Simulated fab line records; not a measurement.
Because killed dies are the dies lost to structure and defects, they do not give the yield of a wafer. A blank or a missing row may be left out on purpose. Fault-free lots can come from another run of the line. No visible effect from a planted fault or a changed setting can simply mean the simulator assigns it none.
Tool commonality check | flow nand_harc | 2 lots, 6 wafers sampled

== REASON IT WAS OPENED ==
At NHARC_END_SORT_01 the reading killed_at_array is flagged on 2 of 2 lots. Wafers without a fault read 28, standard deviation 11.
Rule: a lot gets a flag if all its wafers with a number sit over 4 standard deviations from that mean, or if no wafer of it has a number. As for the other lots, they are considered sound.

lot  | measured     | on        | killed_at_array, wafer by wafer | flag
L654 | day 23 04:33 | prober-02 | 671 669 672                     | FLAGGED
L650 | day 23 04:35 | prober-01 | 677 675 676                     | FLAGGED
The numbers of the flagged lots are 673 on average: +645 against the usual, or +59 standard deviations.

== LOT BY LOT: THE TOOL USED ==
Before the reading, the record contains 3 process steps out of a 1159-step route. Each cell gives the tool, then ch followed by the chambers the sampled wafers passed through, then the start.
lot  | flag    | NHARC_A_SGD_CUT_ETCHBACK_24        | NHARC_A_SLIT_DEP_25 | NHARC_A_SLIT_DEP_00
L654 | FLAGGED | rie_diel-06 ch 0,1,2, day 18 07:00 | no row              | no row
L650 | FLAGGED | rie_diel-09 ch 1,2, day 18 07:00   | no row              | no row
These steps, and what they do:
- NHARC_A_SGD_CUT_ETCHBACK_24: etches the open film in CH3F/O2, target depth 50 nm, time 92.857 s.
- NHARC_A_SLIT_DEP_25: deposits SiO2, target thk 200 nm.
- NHARC_A_SLIT_DEP_00: deposits aC, target thk 3200 nm.
- NHARC_END_SORT_01

== FLAGGED OVER TOTAL, TOOL BY TOOL (the gauges that took the reading come last) ==
step                        | tool        | lots run | flagged | share of the flagged lots | sound lots run after its first flagged lot
NHARC_A_SGD_CUT_ETCHBACK_24 | rie_diel-06 | 1        | 1       | some                      | 0
NHARC_A_SGD_CUT_ETCHBACK_24 | rie_diel-09 | 1        | 1       | some                      | 0
NHARC_END_SORT_01           | prober-01   | 1        | 1       | some                      | 0
NHARC_END_SORT_01           | prober-02   | 1        | 1       | some                      | 0

== WHAT IS ALLOWED BY THE TABLE ==
No row of the table ran every flagged lot.

== WHAT THE SIMULATOR HAD INSERTED ==
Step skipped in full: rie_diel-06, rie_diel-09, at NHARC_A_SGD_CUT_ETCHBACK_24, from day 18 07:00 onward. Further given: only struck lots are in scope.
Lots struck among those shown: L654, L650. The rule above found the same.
